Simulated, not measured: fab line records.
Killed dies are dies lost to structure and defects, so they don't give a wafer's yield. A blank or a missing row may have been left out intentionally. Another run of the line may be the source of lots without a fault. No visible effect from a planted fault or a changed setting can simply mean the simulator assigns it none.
Which of the tools did it?	flow nand-harc	24 lots, 72 wafers sampled, at 6 steps of a route of 1302

== WHAT EACH GAUGE READ, for each wafer ==
NHARC_P_GATE_CD_MEAS_11: target cd 1640 nm.
lot	measured	on	cd-nm (nm)
L074	day 4 11:14	cd-sem-03	1637.9 1639.6 1638.5
L075	day 4 19:02	cd-sem-02	1639.6 1633.1 1637.7
L076	day 5 06:14	cd-sem-01	1637.5 1639.4 1642.7
L077	day 5 20:07	cd-sem-03	1637.8 1636.1 1635.5
L078	day 6 00:46	cd-sem-02	1642.0 1638.9 1639.4
L079	day 6 14:16	cd-sem-01	1636.8 1638.8 1639.3
L080	day 6 20:26	cd-sem-03	1641.2 1640.0 1643.9
L081	day 7 12:39	cd-sem-01	1639.6 1641.5 1641.6
L082	day 7 18:05	cd-sem-02	1637.8 1637.5 1639.1
L083	day 8 07:02	cd-sem-01	1638.8 1639.9 1637.4
L084	day 8 20:07	cd-sem-03	1643.1 1640.4 1641.5
L085	day 9 04:29	cd-sem-02	1643.5 1643.0 1640.8
L086	day 9 11:17	cd-sem-02	1638.2 1640.1 1640.4
L088	day 10 08:49	cd-sem-02	1636.0 1638.5 1634.9
L087	day 10 08:58	cd-sem-03	1636.7 1636.8 1638.7
L089	day 10 14:40	cd-sem-01	1640.5 1638.6 1637.1
L090	day 11 00:35	cd-sem-03	1639.0 1636.2 1638.0
L091	day 11 10:52	cd-sem-02	1641.0 1643.9 1639.7
L092	day 12 03:04	cd-sem-02	1640.4 1641.4 1639.5
L093	day 12 08:29	cd-sem-01	1637.3 1636.7 1639.3
L094	day 12 19:46	cd-sem-03	1636.2 1636.9 1632.9
L095	day 13 02:10	cd-sem-03	1633.4 1636.0 1634.7
L096	day 13 18:08	cd-sem-01	1642.4 1642.8 1642.4
L097	day 13 23:31	cd-sem-01	1637.5 1634.6 1638.5

NHARC_P_CONTACT_INSPECT_14.
lot	measured	on	raw-defect-count
L074	day 6 00:15	defect-inspect-02	7 2 3
L075	day 6 06:22	defect-inspect-01	6 6 8
L076	day 6 18:51	defect-inspect-01	5 2 2
L077	day 7 09:08	defect-inspect-02	6 4 7
L078	day 7 15:28	defect-inspect-01	7 3 8
L079	day 8 05:48	defect-inspect-01	5 6 2
L080	day 8 07:49	defect-inspect-01	2 3 5
L081	day 8 22:58	defect-inspect-02	1 6 3
L082	day 9 14:54	defect-inspect-01	5 2 7
L083	day 9 20:07	defect-inspect-02	4 7 4
L084	day 10 11:00	defect-inspect-01	1 4 3
L085	day 10 21:56	defect-inspect-02	6 4 3
L086	day 11 03:12	defect-inspect-01	7 3 6
L088	day 11 19:26	defect-inspect-02	1 3 3
L087	day 11 22:08	defect-inspect-02	3 4 5
L089	day 12 00:55	defect-inspect-01	6 0 3
L090	day 12 10:16	defect-inspect-02	3 8 6
L091	day 12 23:09	defect-inspect-02	0 4 2
L092	day 13 12:49	defect-inspect-01	1 3 2
L093	day 13 21:29	defect-inspect-01	2 8 1
L094	day 14 08:40	defect-inspect-01	1 3 3
L095	day 14 14:54	defect-inspect-01	1 5 2
L096	day 15 06:35	defect-inspect-02	6 5 7
L097	day 15 14:31	defect-inspect-02	9 11 9

NHARC_P_M0_INSPECT_27.
lot	measured	on	raw-defect-count
L074	day 6 07:17	defect-inspect-01	609 404 859
L075	day 6 13:11	defect-inspect-01	244 334 254
L076	day 7 01:37	defect-inspect-01	732 318 414
L077	day 7 15:54	defect-inspect-01	245 180 249
L078	day 7 22:11	defect-inspect-01	194 182 177
L079	day 8 12:22	defect-inspect-02	237 280 350
L080	day 8 14:31	defect-inspect-02	138 381 268
L081	day 9 05:42	defect-inspect-01	190 242 207
L082	day 9 22:00	defect-inspect-01	302 273 417
L083	day 10 02:56	defect-inspect-01	153 291 286
L084	day 10 17:41	defect-inspect-01	439 345 303
L085	day 11 04:43	defect-inspect-02	287 377 456
L086	day 11 10:07	defect-inspect-02	441 396 459
L088	day 12 02:10	defect-inspect-02	527 518 366
L087	day 12 05:04	defect-inspect-02	335 346 226
L089	day 12 07:58	defect-inspect-02	240 274 289
L090	day 12 17:08	defect-inspect-02	245 601 422
L091	day 13 06:04	defect-inspect-01	291 310 345
L092	day 13 19:34	defect-inspect-02	307 340 313
L093	day 14 04:14	defect-inspect-02	222 130 224
L094	day 14 15:23	defect-inspect-01	419 362 198
L095	day 14 21:34	defect-inspect-01	547 349 344
L096	day 15 13:18	defect-inspect-01	331 185 278
L097	day 15 22:04	defect-inspect-02	322 255 266

NHARC_P_M1_THK_MEAS_24: measures by xrf.
lot	measured	on	thk-nm (nm)
L074	day 6 11:16	film-metro-02	154.4 156.1 157.1
L075	day 6 17:04	film-metro-01	154.2 159.7 156.5
L076	day 7 05:29	film-metro-01	161.0 158.5 158.8
L077	day 7 19:55	film-metro-02	159.1 157.6 157.6
L078	day 8 02:04	film-metro-02	158.4 156.3 156.4
L079	day 8 16:22	film-metro-01	157.1 159.9 158.0
L080	day 8 18:40	film-metro-02	162.4 156.7 154.7
L081	day 9 09:46	film-metro-01	154.8 154.5 159.4
L082	day 10 02:03	film-metro-01	157.0 156.9 157.7
L083	day 10 06:59	film-metro-01	159.3 159.2 159.4
L084	day 10 21:49	film-metro-01	160.1 160.8 157.9
L085	day 11 08:41	film-metro-02	156.4 156.1 158.8
L086	day 11 14:08	film-metro-01	156.7 159.1 159.9
L088	day 12 06:04	film-metro-01	156.5 157.7 158.2
L087	day 12 08:56	film-metro-02	158.8 159.1 157.2
L089	day 12 11:55	film-metro-02	156.9 156.2 155.0
L090	day 12 21:10	film-metro-01	156.0 155.1 154.8
L091	day 13 10:01	film-metro-01	157.4 157.2 154.7
L092	day 13 23:43	film-metro-02	156.6 153.5 155.7
L093	day 14 08:13	film-metro-02	153.0 154.9 151.0
L094	day 14 19:25	film-metro-02	157.1 154.9 156.0
L095	day 15 01:32	film-metro-01	160.9 158.2 159.8
L096	day 15 17:23	film-metro-02	155.9 157.3 156.3
L097	day 16 02:13	film-metro-02	157.7 157.4 160.1

== TOOL THAT RAN EACH LOT (tool first, then ch and the chambers of the sampled wafers, then the start) ==
lot	NHARC_P_M0_CMP_23	NHARC_P_M1_CMP_23
L074	cmp-02 ch 0,1, day 6 06:51	cmp-02 ch 0,1,3, day 6 11:02
L075	cmp-01 ch 0,1,2, day 6 12:44	cmp-03 ch 0,1, day 6 16:45
L076	cmp-02 ch 0,2, day 7 01:10	cmp-04 ch 0,2,3, day 7 05:10
L077	cmp-04 ch 0,2,3, day 7 15:26	cmp-04 ch 1,2,3, day 7 19:39
L078	cmp-01 ch 0,1,3, day 7 21:46	cmp-02 ch 0,1, day 8 01:47
L079	cmp-04 ch 1,2,3, day 8 11:56	cmp-04 ch 0,1,2, day 8 16:05
L080	cmp-02 ch 1,2, day 8 14:02	cmp-03 ch 1,2,3, day 8 18:25
L081	cmp-01 ch 1,3, day 9 05:16	cmp-03 ch 0,1,2, day 9 09:31
L082	cmp-04 ch 0,2,3, day 9 21:32	cmp-04 ch 0,1,3, day 10 01:44
L083	cmp-04 ch 0,2, day 10 02:26	cmp-04 ch 0,1,2, day 10 06:43
L084	cmp-04 ch 1,2, day 10 17:11	cmp-04 ch 0,1,2, day 10 21:29
L085	cmp-01 ch 2,3, day 11 04:15	cmp-04 ch 0,3, day 11 08:22
L086	cmp-01 ch 1,2, day 11 09:41	cmp-04 ch 0,2,3, day 11 13:49
L088	cmp-01 ch 1,3, day 12 01:43	cmp-04 ch 0,2,3, day 12 05:46
L087	cmp-01 ch 0,1,2, day 12 04:39	cmp-04 ch 0,1,2, day 12 08:38
L089	cmp-01 ch 0,2,3, day 12 07:33	cmp-03 ch 0,1,3, day 12 11:36
L090	cmp-01 ch 1,2, day 12 16:40	cmp-03 ch 0,3, day 12 20:53
L091	cmp-01 ch 1,2,3, day 13 05:37	cmp-04 ch 1,2,3, day 13 09:41
L092	cmp-01 ch 0,1,2, day 13 19:08	cmp-03 ch 0,3, day 13 23:23
L093	cmp-02 ch 1,2,3, day 14 03:49	cmp-03 ch 1,3, day 14 07:53
L094	cmp-04 ch 0,1,3, day 14 14:55	cmp-02 ch 0,1,2, day 14 19:07
L095	cmp-02 ch 0,2, day 14 21:07	cmp-04 ch 1,3, day 15 01:14
L096	cmp-01 ch 1,2,3, day 15 12:52	cmp-03 ch 0,3, day 15 17:06
L097	cmp-01 ch 0,1,2, day 15 21:36	cmp-04 ch 0,3, day 16 01:53
- NHARC_P_M0_CMP_23: polishes, t overpolish 20 s, target thk 117.54 nm.
- NHARC_P_M1_CMP_23: polishes, t overpolish 20 s, target thk 157.82 nm.

== WHAT THE TOOLS THEMSELVES READ (means of the sampled wafers that have a number; where no wafer has one, the mark that the record gives instead) ==
NHARC_P_M0_CMP_23.
lot	tool	motor-current-A (A)	time-to-endpoint-s (s)
L074	cmp-02	13.8	30.4
L075	cmp-01	11.3	30.6
L076	cmp-02	13.7	28.8
L077	cmp-04	12.4	31.3
L078	cmp-01	11.9	27.2
L079	cmp-04	12.1	30.0
L080	cmp-02	14.3	28.6
L081	cmp-01	12.3	25.4
L082	cmp-04	12.3	30.0
L083	cmp-04	12.7	31.8
L084	cmp-04	12.0	29.6
L085	cmp-01	11.8	29.1
L086	cmp-01	11.0	26.4
L088	cmp-01	12.9	28.2
L087	cmp-01	11.7	29.7
L089	cmp-01	12.2	28.1
L090	cmp-01	11.5	31.6
L091	cmp-01	12.0	28.2
L092	cmp-01	11.2	28.8
L093	cmp-02	13.5	25.3
L094	cmp-04	13.3	28.2
L095	cmp-02	12.7	29.1
L096	cmp-01	12.1	27.7
L097	cmp-01	10.9	27.0

NHARC_P_M1_CMP_23.
lot	tool	motor-current-A (A)	time-to-endpoint-s (s)
L074	cmp-02	13.4	29
L075	cmp-03	11.7	24
L076	cmp-04	12.3	29
L077	cmp-04	12.0	30
L078	cmp-02	12.6	31
L079	cmp-04	13.3	31
L080	cmp-03	10.8	27
L081	cmp-03	11.0	28
L082	cmp-04	12.9	32
L083	cmp-04	13.3	32
L084	cmp-04	13.7	32
L085	cmp-04	13.0	30
L086	cmp-04	12.6	28
L088	cmp-04	12.4	28
L087	cmp-04	13.1	30
L089	cmp-03	11.3	23
L090	cmp-03	11.4	25
L091	cmp-04	12.3	29
L092	cmp-03	11.0	25
L093	cmp-03	11.4	20
L094	cmp-02	13.2	29
L095	cmp-04	12.1	29
L096	cmp-03	11.5	25
L097	cmp-04	12.4	30

== THE ANSWER, worked out from the rows above alone ==
Rule: the lots themselves supply what counts as usual. Put in order of their means at a reading, lots are off if they are a third of the lots or fewer, leave a main group of 4 or more, and stand apart from it by a gap of 3 or more times the standard deviation of the main group's means; of several such gaps the widest counts. Not used: any main group whose means are identical at the precision the tables above print for the reading. Also off: a lot with no number at a reading for which 4 or more lots have one. All remaining lots with rows at the step are treated as sound. The gauges are gone through in route order, then the tools' own readings, and for those a lot's mean is taken as printed above. At the first step where some lot is off, the reading lying furthest off is the one used; lots without a number count as furthest.
No lot is off at any reading shown: from this, nothing can be told.

== WHAT HAD BEEN PUT IN BY THE SIMULATOR ==
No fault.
